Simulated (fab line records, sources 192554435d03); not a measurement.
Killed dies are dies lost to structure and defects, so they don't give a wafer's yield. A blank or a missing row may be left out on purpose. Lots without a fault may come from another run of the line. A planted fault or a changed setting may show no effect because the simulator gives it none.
Tool commonality check | flow n5_finfet | 10 lots, 27 wafers sampled

WHY IT WAS OPENED
At N5_PMOS_HMC_CHANNEL_EPI_THK_MEAS_22 the reading HMC_CMP_THK is flagged on 2 of 10 lots. Wafers without a fault read 53.8 nm, standard deviation 0.9.
Rule: a lot is flagged when every wafer of it that has a number lies more than 4 standard deviations from that mean, or none has a number. The other lots count as sound.

lot  | measured    | on            | HMC_CMP_THK (nm), wafer by wafer | flag
L694 | day 1 19:49 | film_metro-01 | 52.7 54.2                        |
L695 | day 2 01:47 | film_metro-01 | 55.0 54.0 55.2                   |
L696 | day 2 07:35 | film_metro-01 | 53.9 52.8                        |
L698 | day 2 20:00 | film_metro-02 | 54.0 54.3 52.3                   |
L699 | day 3 02:02 | film_metro-01 | 41.0 39.8 40.3                   | FLAGGED
L701 | day 3 14:43 | film_metro-02 | 41.7 42.0 42.1                   | FLAGGED
L710 | day 5 19:41 | film_metro-01 | 55.5 53.7 55.7                   |
L711 | day 6 01:33 | film_metro-02 | 55.6 53.1 53.3                   |
L713 | day 6 14:23 | film_metro-02 | 54.7 54.5 54.5                   |
L715 | day 7 02:22 | film_metro-01 | 53.4 53.8                        |
The numbers of the flagged lots are 41.1 nm on average: -12.6 nm against the usual, or -14 standard deviations.

WHICH TOOL RAN EACH LOT
The record holds 3 process steps before the reading, out of a route of 1938 steps. In each cell: the tool, then ch and the chambers that the sampled wafers went through, then the start.
lot  | flag    | N5_ZERO_LAYER_STRIP_24              | N5_WELL_APT_EPI_41             | N5_PMOS_HMC_CHANNEL_EPI_EPI_20
L694 |         | plasma_asher-02 ch 1, day 1 13:01   | epi_rpcvd-03 ch 0, day 1 16:25 | epi_rpcvd-02 ch 0, day 1 18:17
L695 |         | plasma_asher-01 ch 0,1, day 1 18:56 | epi_rpcvd-02 ch 0, day 1 22:19 | epi_rpcvd-03 ch 0, day 2 00:33
L696 |         | plasma_asher-01 ch 1, day 2 00:55   | epi_rpcvd-01 ch 0, day 2 04:02 | epi_rpcvd-03 ch 0, day 2 06:09
L698 |         | plasma_asher-02 ch 0, day 2 13:01   | epi_rpcvd-02 ch 0, day 2 16:34 | epi_rpcvd-04 ch 0, day 2 18:22
L699 | FLAGGED | plasma_asher-01 ch 0,1, day 2 19:14 | epi_rpcvd-02 ch 0, day 2 22:28 | epi_rpcvd-03 ch 0, day 3 00:41
L701 | FLAGGED | plasma_asher-02 ch 1, day 3 07:01   | epi_rpcvd-02 ch 0, day 3 11:14 | epi_rpcvd-03 ch 0, day 3 13:13
L710 |         | plasma_asher-01 ch 0,1, day 5 12:54 | epi_rpcvd-01 ch 0, day 5 16:00 | epi_rpcvd-02 ch 0, day 5 17:40
L711 |         | plasma_asher-01 ch 0,1, day 5 18:53 | epi_rpcvd-03 ch 0, day 5 21:55 | epi_rpcvd-02 ch 0, day 5 23:55
L713 |         | plasma_asher-01 ch 0,1, day 6 06:55 | epi_rpcvd-03 ch 0, day 6 10:31 | epi_rpcvd-04 ch 0, day 6 12:44
L715 |         | plasma_asher-01 ch 0,1, day 6 19:01 | epi_rpcvd-03 ch 0, day 6 22:52 | epi_rpcvd-02 ch 0, day 7 00:56
What these steps do:
- N5_ZERO_LAYER_STRIP_24: strips in O2.
- N5_WELL_APT_EPI_41: deposits Si from SiH4/H2, target thk 50 nm, time 297.7 s.
- N5_PMOS_HMC_CHANNEL_EPI_EPI_20: deposits SiGe30, target thk 59 nm.
- N5_PMOS_HMC_CHANNEL_EPI_THK_MEAS_22

FLAGGED OVER TOTAL, TOOL BY TOOL (the gauges that took the reading come last)
step                                | tool            | lots run | flagged | share of the flagged lots | sound lots run after its first flagged lot
N5_ZERO_LAYER_STRIP_24              | plasma_asher-01 | 7        | 1       | some                      | 4 (L710,L711,L713,L715)
N5_ZERO_LAYER_STRIP_24              | plasma_asher-02 | 3        | 1       | some                      | 0
N5_WELL_APT_EPI_41                  | epi_rpcvd-01    | 2        | 0       | none                      | -
N5_WELL_APT_EPI_41                  | epi_rpcvd-02    | 4        | 2       | all                       | 0
N5_WELL_APT_EPI_41                  | epi_rpcvd-03    | 4        | 0       | none                      | -
N5_PMOS_HMC_CHANNEL_EPI_EPI_20      | epi_rpcvd-02    | 4        | 0       | none                      | -
N5_PMOS_HMC_CHANNEL_EPI_EPI_20      | epi_rpcvd-03    | 4        | 2       | all                       | 0
N5_PMOS_HMC_CHANNEL_EPI_EPI_20      | epi_rpcvd-04    | 2        | 0       | none                      | -
N5_PMOS_HMC_CHANNEL_EPI_THK_MEAS_22 | film_metro-01   | 6        | 1       | some                      | 2 (L710,L715)
N5_PMOS_HMC_CHANNEL_EPI_THK_MEAS_22 | film_metro-02   | 4        | 1       | some                      | 2 (L711,L713)

WHAT THE TABLE ALLOWS
2 rows of the table ran every flagged lot: epi_rpcvd-02 at N5_WELL_APT_EPI_41, epi_rpcvd-03 at N5_PMOS_HMC_CHANNEL_EPI_EPI_20.
- epi_rpcvd-02 at N5_WELL_APT_EPI_41: 2 of its 4 lots flagged. Its last sound lot is L698 (day 2 16:34), its first flagged lot L699 (day 2 22:28): a fault that began between those two fits.
- epi_rpcvd-03 at N5_PMOS_HMC_CHANNEL_EPI_EPI_20: 2 of its 4 lots flagged. Its last sound lot is L696 (day 2 06:09), its first flagged lot L699 (day 3 00:41): a fault that began between those two fits.
Counting lots can't tell these 2 tools apart, because each fits a fault that began at some hour. More lots, or a look at what each step does to the wafer, might.

WHAT THE SIMULATOR HAD PUT IN
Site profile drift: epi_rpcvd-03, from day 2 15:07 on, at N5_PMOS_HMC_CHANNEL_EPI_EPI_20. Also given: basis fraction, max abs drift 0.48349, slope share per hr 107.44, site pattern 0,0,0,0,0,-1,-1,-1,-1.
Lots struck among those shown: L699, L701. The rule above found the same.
